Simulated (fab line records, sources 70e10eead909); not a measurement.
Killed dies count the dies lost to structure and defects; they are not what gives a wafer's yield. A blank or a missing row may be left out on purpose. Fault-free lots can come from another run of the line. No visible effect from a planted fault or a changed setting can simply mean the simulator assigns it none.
Which tool is to blame? | flow nand harc | 36 wafers from 12 lots sampled at 5 of the route's 1159 steps

== WHAT THE GAUGES SHOWED, per wafer ==
NHARC_P_M1_OVL_MEAS_10: pitch 260 nm.
lot  | measured     | on         | overlay x nm (nm) | overlay y nm (nm)
L385 | day 6 20:39  | overlay-02 | -0.7 -0.5 -1.2    | 0.4 -0.1 -0.1
L387 | day 6 21:06  | overlay-01 | 0.4 0.4 0.7       | -1.3 -1.2 -0.7
L386 | day 6 21:35  | overlay-02 | -1.8 -1.0 -1.1    | -1.1 -1.6 -1.1
L388 | day 6 21:44  | overlay-01 | 0.8 1.1 0.8       | -0.1 -0.1 0.0
L389 | day 7 03:20  | overlay-02 | 1.7 1.7 2.1       | -0.3 -0.3 0.2
L390 | day 7 08:13  | overlay-01 | 0.2 0.0 0.5       | 0.2 0.1 0.2
L391 | day 7 13:05  | overlay-02 | 0.9 0.6 0.9       | -0.7 -0.9 -0.5
L396 | day 9 05:55  | overlay-02 | 0.9 1.2 0.8       | 0.5 0.2 0.3
L399 | day 9 06:10  | overlay-02 | -0.9 -0.8 -0.3    | -0.7 -0.8 -0.4
L401 | day 10 02:14 | overlay-01 | -1.3 -1.2 -1.3    | 0.1 0.3 0.7
L405 | day 10 21:19 | overlay-01 | -0.6 -0.5 -0.5    | 0.4 0.3 0.4
L408 | day 11 22:32 | overlay-01 | -0.7 -0.8 -1.0    | -0.8 -0.9 -0.8

NHARC_END_SORT_01.
lot  | measured     | on        | defect limited yield (%) | killed at array | killed at other | killed at periphery | killed dies | killed open | killed short | sort_bin_2_pct (%) | sort_bin_3_pct (%) | sort_bin_4_pct (%) | sort n pass | sort rim yield pct (%) | sort yield pct (%)
L396 | day 22 09:56 | prober-02 | 93.2 92.3 93.1           | 38 43 39        | 0 1 1           | 8 8 7               | 46 52 47    | 3 5 4       | 1 3 2        | 1.6 2.4 1.6        | 0.30 0.30 0.44     | 4.9 5.0 4.9        | 631 625 630 | 96 91 92               | 93.2 92.3 93.1
L399 | day 22 18:23 | prober-01 | 96.9 96.3 97.3           | 18 22 13        | 0 1 3           | 3 2 2               | 21 25 18    | 2 8 2       | 4 0 0        | 0.4 1.3 0.9        | 0.30 0 0.30        | 2.4 2.4 1.5        | 656 652 659 | 97 94 98               | 96.9 96.3 97.3

== WHICH TOOL RAN EACH LOT (tool, then ch and the chambers of the sampled wafers, then the start) ==
lot  | NHARC_P_M1_CMP_23             | NHARC_P_M1_DEP_33               | NHARC_P_M2_SOFTBAKE_04
L385 | cmp-02 ch 1,2,3, day 6 22:52  | pecvd-04 ch 0,1, day 6 23:29    | litho track-06 ch 0, day 7 00:00
L387 | cmp-04 ch 0,3, day 6 23:19    | pecvd-04 ch 0,1, day 7 00:15    | litho track-01 ch 0, day 7 00:00
L386 | cmp-02 ch 2,3, day 6 23:49    | pecvd-01 ch 0,1,2, day 7 00:29  | litho track-01 ch 0, day 7 01:00
L388 | cmp-04 ch 1,2,3, day 7 00:12  | pecvd-04 ch 0,1,2, day 7 00:51  | litho track-01 ch 0, day 7 01:00
L389 | cmp-01 ch 0,2,3, day 7 05:53  | pecvd-01 ch 0,1, day 7 06:32    | litho track-04 ch 0, day 7 07:00
L390 | cmp-04 ch 0,1,2, day 7 10:29  | pecvd-01 ch 0,2, day 7 11:02    | litho track-04 ch 0, day 7 11:00
L391 | cmp-02 ch 2,3, day 7 15:26    | pecvd-01 ch 0,1, day 7 16:01    | litho track-04 ch 0, day 7 16:00
L396 | cmp-04 ch 0,3, day 9 08:09    | pecvd-02 ch 1,2, day 9 08:49    | litho track-06 ch 0, day 9 09:00
L399 | cmp-01 ch 0,1,3, day 9 08:31  | pecvd-02 ch 0,2, day 9 09:12    | litho track-06 ch 0, day 9 10:00
L401 | cmp-01 ch 0,3, day 10 05:01   | pecvd-04 ch 0,1,2, day 10 05:46 | litho track-01 ch 0, day 10 06:00
L405 | cmp-04 ch 1,2,3, day 10 23:34 | pecvd-04 ch 0,1,2, day 11 00:16 | litho track-01 ch 0, day 11 01:00
L408 | cmp-04 ch 1,2,3, day 12 00:48 | pecvd-02 ch 0,1,2, day 12 01:25 | litho track-04 ch 0, day 12 02:00
- NHARC_P_M1_CMP_23: polishes, t overpolish 20 s, target thk 157.82 nm.
- NHARC_P_M1_DEP_33: deposits SiCN, target thk 30 nm.
- NHARC_P_M2_SOFTBAKE_04: time 55 s.

== WHAT THE TOOLS THEMSELVES READ (means of the sampled wafers that have a number; where no wafer has one, the mark that the record gives instead) ==
NHARC_P_M1_CMP_23.
lot  | tool   | motor current A (A) | time to endpoint s (s)
L385 | cmp-02 | 11.8                | 30.0
L387 | cmp-04 | 12.2                | 31.2
L386 | cmp-02 | 11.1                | 30.2
L388 | cmp-04 | 11.8                | 32.1
L389 | cmp-01 | 12.8                | 31.3
L390 | cmp-04 | 12.3                | 31.6
L391 | cmp-02 | 11.2                | 30.6
L396 | cmp-04 | 12.6                | 29.1
L399 | cmp-01 | 12.8                | 32.0
L401 | cmp-01 | 13.5                | 30.4
L405 | cmp-04 | 12.0                | 29.4
L408 | cmp-04 | 11.7                | 27.3

NHARC_P_M1_DEP_33.
lot  | tool     | heater power outer w (W) | heater power w (W)
L385 | pecvd-04 | 270                      | 508
L387 | pecvd-04 | 247                      | 497
L386 | pecvd-01 | 298                      | 529
L388 | pecvd-04 | 272                      | 530
L389 | pecvd-01 | 257                      | 482
L390 | pecvd-01 | 309                      | 564
L391 | pecvd-01 | 354                      | 630
L396 | pecvd-02 | 311                      | 586
L399 | pecvd-02 | 351                      | 651
L401 | pecvd-04 | 277                      | 541
L405 | pecvd-04 | 262                      | 519
L408 | pecvd-02 | 339                      | 629

NHARC_P_M2_SOFTBAKE_04.
lot  | tool           | heater power total W (W) | plate temp C (C)
L385 | litho track-06 | 188.42                   | 105.10
L387 | litho track-01 | 188.48                   | 104.81
L386 | litho track-01 | 188.48                   | 105.08
L388 | litho track-01 | 188.52                   | 104.99
L389 | litho track-04 | 188.44                   | 105.02
L390 | litho track-04 | 188.52                   | 104.88
L391 | litho track-04 | 188.43                   | 104.90
L396 | litho track-06 | 212.58                   | -
L399 | litho track-06 | 212.65                   | -
L401 | litho track-01 | 188.54                   | 105.03
L405 | litho track-01 | 188.34                   | 105.10
L408 | litho track-04 | 188.39                   | 105.09

== THE ANSWER, worked out from the rows above alone ==
Rule: what is usual is taken from the lots themselves. Put in order of their means at a reading, lots are off if they are a third of the lots or fewer, leave a main group of 4 or more, and stand apart from it by a gap of 3 or more times the standard deviation of the main group's means; of several such gaps the widest counts. If all means in a main group match to the digits the tables above print for the reading, that group is not used. Also off: a lot with no number at a reading for which 4 or more lots have one. Any other lot the step has rows for is counted as sound. First the gauges in route order, then the tools' own readings, where a lot's mean is used as printed above. At the first step where some lot is off, the reading lying furthest off is the one used; lots without a number count as furthest.
Off: L396, L399, at NHARC_P_M2_SOFTBAKE_04 (plate temp C). Without a number there: L396, L399. The main group has a mean of 105.00 C with a standard deviation of 0.098.
A tool fits if, at that step or a process step before it, it ran every lot that is off, and no sound lot after the first of them. One fits: litho track-06 at NHARC_P_M2_SOFTBAKE_04. Its last sound lot is L385 (day 7 00:00), its first lot that is off L396 (day 9 09:00): a fault that began between those two fits.
On the lots that are off, the tool's own readings at NHARC_P_M2_SOFTBAKE_04 differ by more than 5 times the standard deviation of the sound lots' means, which bears it out; heater power total W reads 212.62 W there versus 188.46 W on the sound lots.
Blank at NHARC_P_M2_SOFTBAKE_04 on the lots that are off, where sound lots have numbers: plate temp C.

== WHAT WAS PUT IN BY THE SIMULATOR ==
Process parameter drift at NHARC_P_M2_SOFTBAKE_04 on litho track-06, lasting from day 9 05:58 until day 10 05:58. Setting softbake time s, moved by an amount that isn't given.
Lots struck among those shown: L396, L399. The rule above reached the same finding.
